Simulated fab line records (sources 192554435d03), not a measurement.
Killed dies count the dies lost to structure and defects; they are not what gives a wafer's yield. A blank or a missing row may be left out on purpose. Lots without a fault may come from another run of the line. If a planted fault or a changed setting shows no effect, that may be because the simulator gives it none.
Matching of chambers :: flow n5-finfet :: N5_DUMMY_GATE_ETCH_44 on rie-si-04 has 4 sister chambers
The step etches poly-Si in HBr/O2, stops on SiO2, target depth 127.5 nm. 4 wafers are shown with their chamber, then 8 later ones without.

## EACH WAFER AND ITS CHAMBER
wafer: L083.2
chamber: 3
throttle-valve-pct (%): 18.38

wafer: L087.2
chamber: 1
throttle-valve-pct (%): 18.82

wafer: L087.5
chamber: 2
throttle-valve-pct (%): 18.66

wafer: L088.3
chamber: 0
throttle-valve-pct (%): 18.40

## WAFERS WHOSE CHAMBER IS MISSING
wafer: L088.4
throttle-valve-pct (%): 18.40

wafer: L088.5
throttle-valve-pct (%): 18.81

wafer: L093.3
throttle-valve-pct (%): 18.82

wafer: L093.4
throttle-valve-pct (%): 18.12

wafer: L093.6
throttle-valve-pct (%): 18.40

wafer: L095.1
throttle-valve-pct (%): 18.83

wafer: L095.4
throttle-valve-pct (%): 18.39

wafer: L095.6
throttle-valve-pct (%): 18.66

## CHAMBER TAKEN BY EACH
wafer: L088.4
from the rows above: can't be placed: 0 or 3
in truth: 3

wafer: L088.5
from the rows above: can't be placed: 1 or 2
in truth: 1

wafer: L093.3
from the rows above: can't be placed: 1 or 2
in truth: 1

wafer: L093.4
from the rows above: can't be placed: 3 or 0
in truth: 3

wafer: L093.6
from the rows above: can't be placed: 0 or 3
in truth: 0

wafer: L095.1
from the rows above: can't be placed: 1 or 2
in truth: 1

wafer: L095.4
from the rows above: can't be placed: 0 or 3
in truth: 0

wafer: L095.6
from the rows above: can't be placed: 2 or 1
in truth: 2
Placed correctly: 0 of 8. Can't be placed from these rows: 8 (the true chamber is among the candidates in 8). 0 placed wrongly.
How it was worked out, from the rows above alone: a wafer's distance from a chamber is the root of the sum, over the readings, of the square of ((its reading less the chamber's mean) divided by the reading's scatter). If the next closest chamber is less than 2 further off than the closest, the wafer can't be placed; otherwise it belongs to the closest. Each chamber's mean is taken over the wafers shown for it. The scatter (one wafer shown for each chamber): square how far every hidden wafer sits from the nearest shown wafer, average those squares and take the square root.
